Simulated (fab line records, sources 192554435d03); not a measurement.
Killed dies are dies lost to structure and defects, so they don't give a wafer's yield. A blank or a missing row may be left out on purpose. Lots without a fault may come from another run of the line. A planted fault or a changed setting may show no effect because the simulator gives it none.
fab line records | flow n5_finfet | part 1 of 2: steps 1 to 18 of 28
record lots=5 wafers=15 last_day=17
route steps=1938 shown BEOL_M7@1269
lots that met no fault: from a run of the same line without faults
start_h: hours from the record's first day to the start of the lot's first wafer shown | wait_h: hours since the lot's step before | " the same as in the row above | L1.1+2: a row that stands for several wafers | - no value, or no start given | * or withheld: withheld | < > ~ a bound
route shown NAME@n: a module of which the file shows steps, and the number in the route of the first | usual: mean/standard deviation of fault-free wafers | same: alike in all rows | chamber/n: place in a boat | sites: the reading at each site | _std_site: their standard deviation | _edge_site: outer sites' mean less inner sites' | radius_mm: how far each site lies from the wafer's centre | mask NAME#n: copy n | behind: the tool/chamber that last shaped the wafer | hold: why the lot was held/for how many hours/how that ended | device: the transistor (n, p or np) that didn't switch | end of line: the same wafers' tests at the end of the route | a step without rows: its recipe alone | killed: dies lost to structure and defects at the first sort, not the wafer's yield | map: a wafer's dies, x killed, . not, _ none there
set.NAME: the setting as run; set.NAME@STEP: as run at that earlier step | model.NAME: the simulator's own value behind a step, which no gauge read
lots at some steps of the route; a table a step, a row a wafer
services: from which hour (start_h, from the record's first day; less than 0 if before it) a tool's chamber was out of use, for how many hours, and why
## steps
# step N5_BEOL_M7_COAT_60
# recipe resist=SiARC temp_c=220 time_s=60 spin_rpm=1500 resist_thk_nm=35
# usual chill_plate_temp_C=22.99/0.11 plate_temp_C=220.00/0.18
# same time_s=60
# columns lot.wafer tool chamber start_h wait_h chill_plate_temp_C plate_temp_C
L075.1 litho_track-01 0 - - 22.93 219.74
L075.3 " 0 " " 22.89 219.90
L075.5 " 0 " " 22.91 219.82
L074.1 litho_track-01 0 - - 22.92 220.34
L074.2 " 0 " " 23.01 220.23
L074.3 " 0 " " 23.04 220.22
L077.2 litho_track-04 0 - - 23.05 220.23
L077.4 " 0 " " 23.17 220.14
L077.6 " 0 " " 23.00 220.25
L090.1 litho_track-01 0 - - 22.98 219.76
L090.5 " 0 " " 23.17 220.32
L090.6 " 0 " " 23.03 220.03
L091.1 litho_track-04 0 - - 22.83 219.94
L091.2 " 0 " " 22.89 219.99
L091.4 " 0 " " 23.00 219.77
# step N5_BEOL_M7_COAT_05
# recipe resist=CAR-ArF spin_rpm=1500 resist_thk_nm=90
# usual chill_plate_temp_C=23.03/0.12
# columns lot.wafer tool chamber start_h wait_h chill_plate_temp_C
L075.1 litho_track-01 0 - - 23.31
L075.3 " 0 " " 23.20
L075.5 " 0 " " 23.24
L074.1 litho_track-01 0 - - 23.05
L074.2 " 0 " " 22.87
L074.3 " 0 " " 22.82
L077.2 litho_track-04 0 - - 23.02
L077.4 " 0 " " 22.99
L077.6 " 0 " " 23.12
L090.1 litho_track-01 0 - - 23.03
L090.5 " 0 " " 23.09
L090.6 " 0 " " 22.92
L091.1 litho_track-04 0 - - 23.02
L091.2 " 0 " " 23.07
L091.4 " 0 " " 23.00
# step N5_BEOL_M7_EBR_07
# recipe solvent=PGMEA ebr_width_mm=1.5
# usual chill_plate_temp_C=23.01/0.094
# columns lot.wafer tool chamber start_h wait_h chill_plate_temp_C
L075.1 litho_track-01 0 - - 22.98
L075.3 " 0 " " 23.00
L075.5 " 0 " " 23.04
L074.1 litho_track-01 0 - - 22.96
L074.2 " 0 " " 22.79
L074.3 " 0 " " 22.99
L077.2 litho_track-04 0 - - 23.06
L077.4 " 0 " " 23.07
L077.6 " 0 " " 22.95
L090.1 litho_track-01 0 - - 22.96
L090.5 " 0 " " 22.99
L090.6 " 0 " " 23.09
L091.1 litho_track-04 0 - - 22.93
L091.2 " 0 " " 22.97
L091.4 " 0 " " 23.01
# step N5_BEOL_M7_SOFTBAKE_06
# recipe temp_c=110 time_s=60 resist=CAR-ArF
# usual chill_plate_temp_C=23.02/0.11 plate_temp_C=109.97/0.12
# same time_s=60
# columns lot.wafer tool chamber start_h wait_h chill_plate_temp_C plate_temp_C
L075.1 litho_track-01 0 - - 23.12 109.77
L075.3 " 0 " " 22.99 110.03
L075.5 " 0 " " 22.87 110.02
L074.1 litho_track-01 0 - - 23.06 110.06
L074.2 " 0 " " 23.04 110.18
L074.3 " 0 " " 23.05 109.97
L077.2 litho_track-04 0 - - 23.08 109.93
L077.4 " 0 " " 23.02 109.95
L077.6 " 0 " " 22.97 109.77
L090.1 litho_track-01 0 - - 22.81 109.73
L090.5 " 0 " " 23.06 109.82
L090.6 " 0 " " 22.88 109.92
L091.1 litho_track-04 0 - - 23.03 110.04
L091.2 " 0 " " 23.02 110.06
L091.4 " 0 " " 23.03 110.12
# step N5_BEOL_M7_EXPOSE_08
# recipe mask_id=M7 na=1.35 source_shape=dipole sigma_inner=0.817 sigma_outer=0.97 polarization=te dose_mj=68.25
# usual stage_vel_mm_s=500.00/0.27
# same sigma_outer=0.97
# columns lot.wafer tool chamber start_h wait_h mask stage_vel_mm_s
L075.1 arfi_scanner-01 0 209.10 - M7#0 499.71
L075.3 " 0 " " M7#0 499.90
L075.5 " 0 " " M7#0 499.62
L074.1 arfi_scanner-01 0 211.05 - M7#0 499.86
L074.2 " 0 " " M7#0 500.25
L074.3 " 0 " " M7#0 500.25
L077.2 arfi_scanner-01 0 236.49 - M7#0 500.26
L077.4 " 0 " " M7#0 500.65
L077.6 " 0 " " M7#0 500.24
L090.1 arfi_scanner-01 0 300.12 - M7#0 500.29
L090.5 " 0 " " M7#0 499.64
L090.6 " 0 " " M7#0 500.06
L091.1 arfi_scanner-02 0 306.35 - M7#0 499.95
L091.2 " 0 " " M7#0 499.62
L091.4 " 0 " " M7#0 499.92
# step N5_BEOL_M7_PEB_09
# recipe peb_temp_c=withheld peb_time_s=60 resist=CAR-ArF
# usual chill_plate_temp_C=23.04/0.12
# columns lot.wafer tool chamber start_h wait_h chill_plate_temp_C
L075.1 litho_track-01 0 209.16 0.1 23.03
L075.3 " 0 " " 22.86
L075.5 " 0 " " 23.02
L074.1 litho_track-03 0 211.11 0.1 23.01
L074.2 " 0 " " 23.18
L074.3 " 0 " " 23.21
L077.2 litho_track-03 0 236.55 0.0 23.19
L077.4 " 0 " " 23.16
L077.6 " 0 " " 23.20
L090.1 litho_track-03 0 300.19 0.1 22.96
L090.5 " 0 " " 22.86
L090.6 " 0 " " 22.86
L091.1 litho_track-03 0 306.41 0.1 23.05
L091.2 " 0 " " 23.08
L091.4 " 0 " " 23.10
# step N5_BEOL_M7_DEVELOP_10
# recipe develop_time_s=30 developer=TMAH resist=CAR-ArF rinse_liquid=diw dry=air_spin dev_temp_c=23
# usual chill_plate_temp_C=22.98/0.097
# columns lot.wafer tool chamber start_h wait_h chill_plate_temp_C
L075.1 litho_track-01 0 - - 22.96
L075.3 " 0 " " 23.11
L075.5 " 0 " " 22.91
L074.1 litho_track-03 0 - - 22.90
L074.2 " 0 " " 22.89
L074.3 " 0 " " 22.78
L077.2 litho_track-03 0 - - 22.80
L077.4 " 0 " " 22.80
L077.6 " 0 " " 22.80
L090.1 litho_track-03 0 - - 23.16
L090.5 " 0 " " 22.90
L090.6 " 0 " " 22.89
L091.1 litho_track-03 0 - - 23.08
L091.2 " 0 " " 22.90
L091.4 " 0 " " 23.00
# step N5_BEOL_M7_CD_MEAS_11
# recipe target_cd_nm=38.5 landing_energy_ev=500 detector=se_inlens polarity=opening
# usual cd_nm=38.5/0.53
# columns lot.wafer tool chamber start_h wait_h cd_nm
L075.1 cd_sem-03 0 209.23 - 39.1
L075.3 " 0 " " 39.4
L075.5 " 0 " " 38.7
L074.1 cd_sem-01 0 211.18 - 37.9
L074.2 " 0 " " 38.7
L074.3 " 0 " " 38.9
L077.2 cd_sem-02 0 236.61 - 38.6
L077.4 " 0 " " 39.2
L077.6 " 0 " " 39.3
L090.1 cd_sem-01 0 300.25 - 38.3
L090.5 " 0 " " 38.1
L090.6 " 0 " " 38.0
L091.1 cd_sem-03 0 306.48 - 38.7
L091.2 " 0 " " 38.4
L091.4 " 0 " " 38.5
# step N5_BEOL_M7_OVL_MEAS_12
# recipe points_per_wafer=44
# usual M7_OVL=-0.2/0.82
# columns lot.wafer tool chamber start_h wait_h M7_OVL[nm]
L075.1 overlay-01 0 209.26 0.0 -2.5
L075.3 " 0 " " -1.6
L075.5 " 0 " " -1.4
L074.1 overlay-01 0 211.21 0.0 -0.3
L074.2 " 0 " " 0.1
L074.3 " 0 " " 0.7
L077.2 overlay-01 0 236.64 0.0 -0.5
L077.4 " 0 " " -0.7
L077.6 " 0 " " -0.3
L090.1 overlay-01 0 300.28 0.0 -0.1
L090.5 " 0 " " -0.8
L090.6 " 0 " " -0.8
L091.1 overlay-01 0 306.51 0.0 -2.4
L091.2 " 0 " " -0.6
L091.4 " 0 " " -0.8
# step N5_BEOL_M7_INSPECT_13
# recipe mode=adi inspect_instrument=brightfield
# usual raw_defect_count=403/97
# columns lot.wafer tool chamber start_h wait_h raw_defect_count
L075.1 defect_inspect-02 - 209.28 0.0 382
L075.3 " - " " 466
L075.5 " - " " 528
L074.1 defect_inspect-01 - 211.23 0.0 401
L074.2 " - " " 318
L074.3 " - " " 439
L077.2 defect_inspect-01 - 236.67 0.0 257
L077.4 " - " " 220
L077.6 " - " " 297
L090.1 defect_inspect-02 - 300.31 0.0 443
L090.5 " - " " 502
L090.6 " - " " 449
L091.1 defect_inspect-01 - 306.53 0.0 313
L091.2 " - " " 386
L091.4 " - " " 419
# step N5_BEOL_M7_DESCUM_16
# recipe chemistry=O2 time_s=7.9 source_power_w=50 bias_power_w=20 pressure_mtorr=20 rf_frequency_hz=2.712e+07 temp_c=40 resist=CAR-ArF o2_flow_sccm=225
# usual drypump_motor_current_A=5.7/0.42 oes_product_au=0.76/0.05 rf_vpp_V=242.9/1.4 showerhead_plenum_p_Torr=2.09/0.076 temp_c=40.01/0.12 throttle_valve_pct=20.39/0.19
# same time_s=7.9
# columns lot.wafer tool chamber start_h wait_h drypump_motor_current_A oes_product_au rf_hours_counter_h rf_vpp_V showerhead_plenum_p_Torr temp_c throttle_valve_pct
L075.1 rie_diel-06 2 209.32 0.0 6.0 0.76 118 241.9 2.12 39.92 20.72
L075.3 " 0 " " 5.9 0.73 171 244.7 2.16 39.90 20.20
L075.5 " 3 " " 5.7 0.74 - 245.0 2.15 39.90 20.29
L074.1 rie_diel-05 3 211.58 0.3 6.1 0.76 158 241.7 2.11 40.16 20.45
L074.2 " 1 " " 6.5 0.92 13 244.0 2.05 39.82 20.24
L074.3 " 2 " " 4.9 0.85 58 243.7 2.12 39.92 20.24
L077.2 rie_diel-06 3 237.20 0.5 5.7 0.74 173 245.0 2.15 40.06 20.31
L077.4 " 1 " " 5.5 0.78 135 241.3 1.93 39.84 20.51
L077.6 " 2 " " 6.0 0.76 - 243.6 2.12 39.86 20.73
L090.1 rie_diel-03 0 300.50 0.2 5.5 0.73 203 242.0 2.08 40.08 20.34
L090.5 " 0 " " 5.5 0.73 - 242.0 2.08 40.02 20.35
L090.6 " 3 " " 5.1 0.78 - 246.3 2.19 40.04 20.41
L091.1 rie_diel-06 0 306.61 0.1 5.8 0.71 200 244.9 2.15 40.01 20.24
L091.2 " 1 " " 5.5 0.76 156 239.7 1.92 39.92 20.55
L091.4 " 3 " " 5.7 0.72 189 244.3 2.15 40.04 20.32
# step N5_BEOL_M7_ETCH_61
# recipe chemistry=CF4 target=SiARC target_depth_a=455 mask_material=CAR-ArF time_s=75.8 ion_energy_ev=80 pressure_mtorr=40 source_w=545 bias_w=36 Ar_flow_sccm=100 cf4_flow_sccm=100 ends=cleared
# usual drypump_motor_current_A=5.7/0.42 etch_rf_on_time_s=75.7/1.9 oes_product_au=0.65/0.042 rf_vpp_V=183.8/1.1 showerhead_plenum_p_Torr=2.14/0.076 throttle_valve_pct=15.61/0.15
# columns lot.wafer tool chamber start_h wait_h drypump_motor_current_A etch_rf_on_time_s oes_product_au rf_hours_counter_h rf_vpp_V showerhead_plenum_p_Torr throttle_valve_pct
L075.1 rie_diel-06 2 209.35 0.0 6.0 76.3 0.65 118 184.0 2.16 15.80
L075.3 " 0 " " 5.9 73.7 0.64 171 184.2 2.22 15.53
L075.5 " 3 " " 5.7 76.6 0.63 - 184.4 2.23 15.62
L074.1 rie_diel-05 3 211.61 0.0 6.1 77.8 0.64 158 185.2 2.13 15.51
L074.2 " 1 " " 6.5 75.5 0.77 13 184.0 2.10 15.33
L074.3 " 2 " " 4.9 75.6 0.73 58 183.9 2.19 15.49
L077.2 rie_diel-06 3 237.23 0.0 5.7 77.1 0.62 173 184.5 2.22 15.64
L077.4 " 1 " " 5.5 73.2 0.68 135 182.3 1.99 15.76
L077.6 " 2 " " 6.0 75.4 0.66 - 183.3 2.15 15.80
L090.1 rie_diel-03 0 300.53 0.0 5.5 74.8 0.62 203 184.5 2.12 15.52
L090.5 " 0 " " 5.5 75.4 0.62 - 181.8 2.12 15.53
L090.6 " 3 " " 5.1 77.9 0.66 - 184.4 2.24 15.68
L091.1 rie_diel-06 0 306.64 0.0 5.9 75.0 0.62 200 184.7 2.21 15.57
L091.2 " 1 " " 5.5 73.8 0.66 156 181.6 1.98 15.77
L091.4 " 3 " " 5.7 78.2 0.61 189 186.3 2.22 15.67
# step N5_BEOL_M7_ETCH_62
# recipe chemistry=N2/H2 target=SOC target_depth_a=1100 overetch_a=220 mask_material=SiARC temp_c=40 time_s=165 ion_energy_ev=200 pressure_mtorr=30 source_w=840 bias_w=150 n2_flow_sccm=200 h2_flow_sccm=200
# usual drypump_motor_current_A=5.7/0.42 n2_flow_sccm=200.0/0.56 oes_product_au=0.65/0.039 rf_vpp_V=523.6/2.7 showerhead_plenum_p_Torr=2.54/0.093 temp_c=40.00/0.11 throttle_valve_pct=17.80/0.22
# same time_s=165
# columns lot.wafer tool chamber start_h wait_h drypump_motor_current_A n2_flow_sccm oes_product_au rf_hours_counter_h rf_vpp_V showerhead_plenum_p_Torr temp_c throttle_valve_pct
L075.1 rie_diel-06 2 209.41 0.0 6.1 200.8 0.66 118 523.2 2.56 40.01 18.14
L075.3 " 0 " " 5.9 199.5 0.63 171 527.2 2.65 40.17 17.67
L075.5 " 3 " " 5.7 199.7 0.64 - 526.4 2.63 39.86 17.72
L074.1 rie_diel-05 3 211.67 0.0 6.1 200.8 0.65 158 524.3 2.55 39.97 17.90
L074.2 " 1 " " 6.5 200.8 0.77 13 520.4 2.49 40.13 17.59
L074.3 " 2 " " 4.8 199.1 0.72 58 525.1 2.58 39.98 17.56
L077.2 rie_diel-06 3 237.29 0.0 5.7 199.9 0.63 173 525.9 2.63 40.05 17.73
L077.4 " 1 " " 5.5 198.7 0.66 135 518.3 2.36 40.00 18.09
L077.6 " 2 " " 6.0 200.7 0.65 - 524.4 2.56 40.13 18.17
L090.1 rie_diel-03 0 300.59 0.0 5.5 200.9 0.61 203 524.8 2.53 40.05 17.76
L090.5 " 0 " " 5.5 200.6 0.61 - 523.5 2.53 39.95 17.73
L090.6 " 3 " " 5.1 200.0 0.66 - 526.6 2.66 39.90 17.89
L091.1 rie_diel-06 0 306.70 0.0 5.9 199.9 0.62 200 526.3 2.64 40.00 17.72
L091.2 " 1 " " 5.5 200.2 0.64 156 515.7 2.35 40.02 18.13
L091.4 " 3 " " 5.7 200.6 0.62 189 526.3 2.62 39.89 17.76
# step N5_BEOL_M7_STRIP_68
# recipe chemistry=N2/H2 temp_c=40 n2_flow_sccm=200 h2_flow_sccm=200 rf_frequency_hz=6e+07
# columns lot.wafer tool chamber start_h wait_h
L075.1+3+5 rie_diel-06 2,0,3 209.55 0.1
L074.1+2+3 rie_diel-05 3,1,2 211.80 0.1
L077.2+4+6 rie_diel-06 3,1,2 237.43 0.1
L090.1+5+6 rie_diel-03 0,0,3 300.73 0.1
L091.1+2+4 rie_diel-06 0,1,3 306.84 0.1
# step N5_BEOL_M7_STRIP_67
# recipe chemistry=CF4 resist=SiARC power_w=300 bias_power_w=75 pressure_mtorr=50 cf4_flow_sccm=150 rf_frequency_hz=6e+07
# usual drypump_motor_current_A=5.6/0.42 oes_product_au=0.76/0.046 rf_vpp_V=271.1/1.7 showerhead_plenum_p_Torr=1.79/0.062 throttle_valve_pct=13.60/0.16
# columns lot.wafer tool chamber start_h wait_h drypump_motor_current_A oes_product_au rf_hours_counter_h rf_vpp_V showerhead_plenum_p_Torr throttle_valve_pct
L075.1 rie_diel-06 2 209.56 0.0 6.0 0.78 118 272.4 1.80 13.74
L075.3 " 0 " " 5.9 0.74 171 271.5 1.87 13.57
L075.5 " 3 " " 5.7 0.74 - 270.7 1.86 13.58
L074.1 rie_diel-05 3 211.81 0.0 6.1 0.76 158 269.9 1.78 13.50
L074.2 " 1 " " 6.5 0.91 13 269.8 1.76 13.29
L074.3 " 2 " " 4.8 0.85 58 271.1 1.82 13.43
L077.2 rie_diel-06 3 237.44 0.0 5.7 0.74 173 272.4 1.85 13.61
L077.4 " 1 " " 5.5 0.78 135 268.2 1.68 13.75
L077.6 " 2 " " 6.0 0.77 - 268.4 1.80 13.73
L090.1 rie_diel-03 0 300.74 0.0 5.5 0.72 203 271.1 1.78 13.60
L090.5 " 0 " " 5.4 0.73 - 270.4 1.78 13.58
L090.6 " 3 " " 5.1 0.79 - 273.6 1.88 13.65
L091.1 rie_diel-06 0 306.85 0.0 5.9 0.72 200 273.0 1.87 13.63
L091.2 " 1 " " 5.5 0.76 156 267.3 1.67 13.81
L091.4 " 3 " " 5.7 0.73 189 272.2 1.85 13.62
# step N5_BEOL_M7_HM_OPEN_17
# recipe chemistry=Cl2/BCl3 target_depth_a=200 overetch_a=60 target=TiN mask_material=SOC ion_energy_ev=150 pressure_mtorr=10 icp_w=1000 bias_w=126 Cl2_flow_sccm=53.25 bcl3_flow_sccm=21.75 Ar_flow_sccm=25
# usual bcl3_flow_sccm=21.75/0.072 drypump_motor_current_A=5.6/0.32 oes_product_au=0.66/0.084 throttle_valve_pct=22.16/0.21
# columns lot.wafer tool chamber start_h wait_h bcl3_flow_sccm drypump_motor_current_A oes_product_au rf_hours_counter_h throttle_valve_pct
L075.1 rie_metal-01 0 209.60 0.0 21.65 6.0 0.53 120 22.23
L075.3 " 1 " " 21.70 5.1 0.60 - 22.45
L075.5 " 1 " " 21.62 5.2 0.60 - 22.44
L074.1 rie_metal-02 1 211.86 0.0 21.73 5.5 0.57 90 21.92
L074.2 " 0 " " 21.85 5.2 0.72 22 21.91
L074.3 " 1 " " 21.69 5.5 0.58 - 21.92
L077.2 rie_metal-02 0 237.48 0.0 21.81 5.2 0.71 25 21.93
L077.4 " 0 " " 21.71 5.2 0.72 - 21.90
L077.6 " 0 " " 21.81 5.1 0.71 - 21.92
L090.1 rie_metal-03 1 300.78 0.0 21.81 5.5 0.73 13 22.08
L090.5 " 0 " " 21.87 6.0 0.59 - 22.36
L090.6 " 1 " " 21.71 5.5 0.74 - 22.08
L091.1 rie_metal-02 1 306.89 0.0 21.68 5.5 0.57 99 21.96
L091.2 " 0 " " 21.67 5.1 0.69 32 21.93
L091.4 " 0 " " 21.70 5.2 0.69 - 21.93
# step N5_BEOL_M7_STRIP_19
# recipe chemistry=O2 power_w=400 temp_c=40 pressure_mtorr=30 rf_frequency_hz=6e+07 bias_power_w=0 overash_fraction=0.2 o2_flow_sccm=225
# usual drypump_motor_current_A=5.7/0.4 oes_product_au=0.76/0.051 rf_vpp_V=3.5/0.64 showerhead_plenum_p_Torr=2.08/0.079 temp_c=40.02/0.12 throttle_valve_pct=16.65/0.19
# columns lot.wafer tool chamber start_h wait_h drypump_motor_current_A oes_product_au rf_hours_counter_h rf_vpp_V showerhead_plenum_p_Torr temp_c throttle_valve_pct
L075.1 rie_diel-03 0 209.81 0.2 5.5 0.76 173 2.9 2.09 40.04 16.57
L075.3 " 2 " " 6.1 0.75 176 2.7 2.00 39.90 16.36
L075.5 " 2 " " 6.1 0.74 - 4.0 2.00 40.05 16.38
L074.1 rie_diel-05 1 212.06 0.2 6.5 0.90 13 3.6 2.06 39.92 16.43
L074.2 " 3 " " 6.1 0.77 158 4.2 2.11 40.14 16.73
L074.3 " 2 " " 4.9 0.85 59 3.1 2.13 40.10 16.50
L077.2 rie_diel-06 0 237.59 0.1 5.9 0.73 180 3.5 2.17 39.94 16.54
L077.4 " 2 " " 6.0 0.76 126 3.2 2.12 39.90 16.95
L077.6 " 3 " " 5.7 0.75 - 3.9 2.16 39.98 16.59
L090.1 rie_diel-03 2 300.90 0.1 6.1 0.73 203 2.5 1.99 39.83 16.40
L090.5 " 3 " " 5.1 0.79 - 3.1 2.19 40.00 16.66
L090.6 " 2 " " 6.2 0.72 - 2.3 1.99 39.83 16.42
L091.1 rie_diel-06 0 307.00 0.1 5.9 0.71 200 4.0 2.16 39.86 16.54
L091.2 " 2 " " 6.1 0.74 146 3.2 2.12 39.95 17.00
L091.4 " 3 " " 5.7 0.73 189 3.1 2.15 39.85 16.60
# step N5_BEOL_M7_CD_MEAS_18
# recipe pitch_nm=80 target_cd_nm=40
# usual cd_nm=40.0/0.55
# columns lot.wafer tool chamber start_h wait_h cd_nm
L075.1 cd_sem-02 - 209.88 0.0 40.7
L075.3 " - " " 41.2
L075.5 " - " " 40.4
L074.1 cd_sem-02 - 212.13 0.0 40.2
L074.2 " - " " 39.8
L074.3 " - " " 40.5
L077.2 cd_sem-02 - 237.66 0.1 40.5
L077.4 " - " " 39.8
L077.6 " - " " 40.9
L090.1 cd_sem-01 - 300.97 0.0 39.4
L090.5 " - " " 39.3
L090.6 " - " " 39.4
L091.1 cd_sem-02 - 307.07 0.1 40.0
L091.2 " - " " 39.8
L091.4 " - " " 40.2
